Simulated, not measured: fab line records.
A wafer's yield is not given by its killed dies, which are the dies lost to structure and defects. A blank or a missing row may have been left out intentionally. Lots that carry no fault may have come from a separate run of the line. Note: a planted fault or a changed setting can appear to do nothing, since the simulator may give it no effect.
Which tool is to blame?	flow n5 finfet	9 lots, 27 wafers sampled, at 7 steps of a route of 1938

== WHAT EACH GAUGE READ, for each wafer ==
N5_BEOL_M14_OCD_MEAS_35. Usual: trench depth nm reads 562 nm (standard deviation 18).
lot	measured	on	trench depth nm (nm)	flag
L945	day 12 15:04	ocd-01	578 538 547	
L944	day 13 00:10	ocd-02	546 579 552	
L951	day 15 01:57	ocd-01	542 541 538	
L953	day 15 15:11	ocd-02	562 589 564	
L950	day 15 16:03	ocd-02	561 554 554	
L957	day 16 20:14	ocd-01	556 970 578	OFF
L960	day 17 11:50	ocd-02	580 1002 578	OFF
L965	day 17 16:50	ocd-02	550 589 554	
L964	day 18 15:22	ocd-01	548 574 560	

N5_BEOL_M14_THK_MEAS_50: measures by xrf. Usual: M14_THK typically reads 541 nm, with standard deviation 17.
lot	measured	on	M14_THK (nm)	flag
L945	day 12 17:29	film metro-01	557 519 528	
L944	day 13 02:59	film metro-02	528 556 532	
L951	day 15 04:34	film metro-02	523 523 520	
L953	day 15 18:48	film metro-01	542 571 549	
L950	day 16 01:07	film metro-02	545 535 534	
L957	day 17 02:57	film metro-02	534 905 552	OFF
L960	day 17 17:27	film metro-01	564 958 564	OFF
L965	day 17 20:02	film metro-01	533 567 534	
L964	day 18 18:59	film metro-02	525 548 536	

N5_BEOL_M14_RS_MEAS_54: measures by four-point-probe. Usual: M14_RS typically reads 0.0328 ohm/sq, with standard deviation 0.0011.
lot	measured	on	M14_RS (ohm/sq)	flag
L945	day 12 17:37	film metro-01	0.0319 0.0344 0.0337	
L944	day 13 03:07	film metro-01	0.0338 0.0318 0.0335	
L951	day 15 04:41	film metro-02	0.0339 0.0340 0.0342	
L953	day 15 18:58	film metro-02	0.0328 0.0312 0.0327	
L950	day 16 01:14	film metro-01	0.0328 0.0333 0.0333	
L957	day 17 03:05	film metro-02	0.0331 0.0189 0.0318	OFF
L960	day 17 17:37	film metro-01	0.0318 0.0182 0.0319	OFF
L965	day 17 20:10	film metro-02	0.0335 0.0311 0.0334	
L964	day 18 19:06	film metro-01	0.0335 0.0320 0.0327	

== EACH LOT AND THE TOOL THAT RAN IT (in order: tool; ch and the chambers of the sampled wafers; start) ==
lot	N5_BEOL_M14_ETCH_67	N5_BEOL_M14_TRENCH_ETCH_34	N5_BEOL_M14_DEGAS_41	N5_BEOL_M14_PRE_CLEAN_42
L945	rie diel-03 ch 0,1,2, day 12 14:29	rie diel-03 ch 0,1,2, day 12 14:54	pvd sputter-03, day 12 16:09	pvd sputter-03, day 12 16:11
L944	rie diel-02 ch 0,3, day 12 23:35	rie diel-02 ch 0,3, day 13 00:00	pvd sputter-01, day 13 01:18	pvd sputter-01, day 13 01:20
L951	rie diel-03 ch 0,1, day 15 01:22	rie diel-03 ch 0,1, day 15 01:47	pvd sputter-01, day 15 03:26	pvd sputter-01, day 15 03:28
L953	rie diel-02 ch 1,3, day 15 14:37	rie diel-02 ch 1,3, day 15 15:02	pvd sputter-01, day 15 17:40	pvd sputter-01, day 15 17:43
L950	rie diel-05 ch 2,3, day 15 15:28	rie diel-05 ch 2,3, day 15 15:53	pvd sputter-01, day 15 23:58	pvd sputter-01, day 16 00:01
L957	rie diel-02 ch 0,2,3, day 16 19:39	rie diel-02 ch 0,2,3, day 16 20:04	pvd sputter-02, day 17 01:38	pvd sputter-02, day 17 01:41
L960	rie diel-02 ch 1,2, day 17 11:15	rie diel-02 ch 1,2, day 17 11:40	pvd sputter-01, day 17 16:19	pvd sputter-01, day 17 16:21
L965	rie diel-05 ch 0,2,3, day 17 16:16	rie diel-05 ch 0,2,3, day 17 16:41	pvd sputter-03, day 17 18:53	pvd sputter-03, day 17 18:56
L964	rie diel-05 ch 0,1,3, day 18 14:47	rie diel-05 ch 0,1,3, day 18 15:12	pvd sputter-03, day 18 17:41	pvd sputter-03, day 18 17:44
- N5_BEOL_M14_ETCH_67: etches SiARC in CF4, target depth 143 nm, time 238.3 s.
- N5_BEOL_M14_TRENCH_ETCH_34: etches SiO2 in C4F8/O2/Ar, target depth 556.65 nm, time 126.9 s.
- N5_BEOL_M14_DEGAS_41: time 60 s.
- N5_BEOL_M14_PRE_CLEAN_42: time 30 s.

== WHAT THE TOOLS THEMSELVES READ (means of the sampled wafers that have a number; where no wafer has one, the mark that the record gives instead) ==
N5_BEOL_M14_ETCH_67. Usual: drypump motor current A 5.7 A, standard deviation 0.41; etch rf on time s 235 s, standard deviation 7.5; oes product au 0.70 a.u., standard deviation 0.068; rf vpp V 184.4 V, standard deviation 1.2; showerhead plenum p Torr 2.16 Torr, standard deviation 0.063; throttle valve pct 15.59 %, standard deviation 0.18.
lot	tool	drypump motor current A (A)	etch rf on time s (s)	oes product au (a.u.)	rf vpp V (V)	showerhead plenum p Torr (Torr)	throttle valve pct (%)	flag
L945	rie diel-03	5.4	238	0.70	184.4	2.17	15.60	
L944	rie diel-02	5.8	237	0.63	183.4	2.09	15.74	
L951	rie diel-03	5.5	242	0.69	184.0	2.16	15.69	
L953	rie diel-02	5.6	233	0.78	185.2	2.23	15.42	
L950	rie diel-05	5.8	237	0.76	183.4	2.17	15.63	
L957	rie diel-02	5.8	229	0.71	185.3	2.22	15.52	
L960	rie diel-02	5.5	227	0.65	184.8	2.18	15.57	
L965	rie diel-05	5.9	238	0.75	184.1	2.15	15.54	
L964	rie diel-05	5.7	234	0.74	184.5	2.14	15.50	

N5_BEOL_M14_TRENCH_ETCH_34. Usual: drypump motor current A is 5.7 A with standard deviation 0.41, oes_f_703_au is 0.81 a.u. with standard deviation 0.078, oes_o_777_au is 0.81 a.u. with standard deviation 0.078, oes product au is 0.82 a.u. with standard deviation 0.08, rf vpp V is 2247 V with standard deviation 55, showerhead plenum p Torr is 3.46 Torr with standard deviation 0.1, and throttle valve pct is 30.93 % with standard deviation 0.24.
lot	tool	drypump motor current A (A)	oes_f_703_au (a.u.)	oes_o_777_au (a.u.)	oes product au (a.u.)	rf vpp V (V)	showerhead plenum p Torr (Torr)	throttle valve pct (%)	flag
L945	rie diel-03	5.4	0.79	0.80	0.82	2274	3.48	30.98	
L944	rie diel-02	5.8	0.74	0.75	0.74	2256	3.37	31.11	
L951	rie diel-03	5.4	0.77	0.79	0.80	2309	3.48	31.13	
L953	rie diel-02	5.5	0.92	0.93	0.91	2275	3.59	30.96	
L950	rie diel-05	5.8	0.84	0.86	0.88	2287	3.48	31.03	
L957	rie diel-02	5.8	0.83	0.83	0.94	2238	3.58	31.02	
L960	rie diel-02	5.4	0.78	0.77	0.89	2191	3.50	30.95	
L965	rie diel-05	5.9	0.87	0.87	0.89	2243	3.45	30.93	
L964	rie diel-05	5.7	0.85	0.85	0.86	2255	3.44	30.85	

N5_BEOL_M14_DEGAS_41. Usual: heater power w reads 455 W (standard deviation 26).
lot	tool	heater power w (W)	flag
L945	pvd sputter-03	463	
L944	pvd sputter-01	460	
L951	pvd sputter-01	460	
L953	pvd sputter-01	454	
L950	pvd sputter-01	474	
L957	pvd sputter-02	430	
L960	pvd sputter-01	452	
L965	pvd sputter-03	465	
L964	pvd sputter-03	475	

N5_BEOL_M14_PRE_CLEAN_42. Usual: heater power w reads 454 W (standard deviation 25).
lot	tool	heater power w (W)	flag
L945	pvd sputter-03	454	
L944	pvd sputter-01	456	
L951	pvd sputter-01	476	
L953	pvd sputter-01	460	
L950	pvd sputter-01	471	
L957	pvd sputter-02	426	
L960	pvd sputter-01	458	
L965	pvd sputter-03	466	
L964	pvd sputter-03	469	

== THE ANSWER, worked out from the rows above alone ==
Rule: a lot counts as off when the mean over its wafers that have a number is more than 3 standard deviations away from the usual mean. A lot without any number at a reading at which 4 lots or more have one is off too. The other lots that the step has rows for count as sound. The gauges are gone through in route order, then the tools' own readings, and for those a lot's mean is taken as printed above. The first step at which some lot is off is used, and at that step the reading that is off furthest; a lot without a number counts as furthest.
Off, at N5_BEOL_M14_OCD_MEAS_35 on trench depth nm: L957, L960.
A tool fits if, at a process step before that reading, it ran every lot that is off, and no sound lot after the first of them. Not tried: the gauges at N5_BEOL_M14_OCD_MEAS_35; whatever is off there is also off at N5_BEOL_M14_THK_MEAS_50, on other tools, and gauge error can't account for it. One fits: N5_BEOL_M14_ETCH_67 and N5_BEOL_M14_TRENCH_ETCH_34 on rie diel-02. At N5_BEOL_M14_ETCH_67 its last sound lot is L953 (day 15 14:37), its first lot that is off L957 (day 16 19:39): a fault that began between those two fits.

== WHAT THE SIMULATOR HAD PUT IN ==
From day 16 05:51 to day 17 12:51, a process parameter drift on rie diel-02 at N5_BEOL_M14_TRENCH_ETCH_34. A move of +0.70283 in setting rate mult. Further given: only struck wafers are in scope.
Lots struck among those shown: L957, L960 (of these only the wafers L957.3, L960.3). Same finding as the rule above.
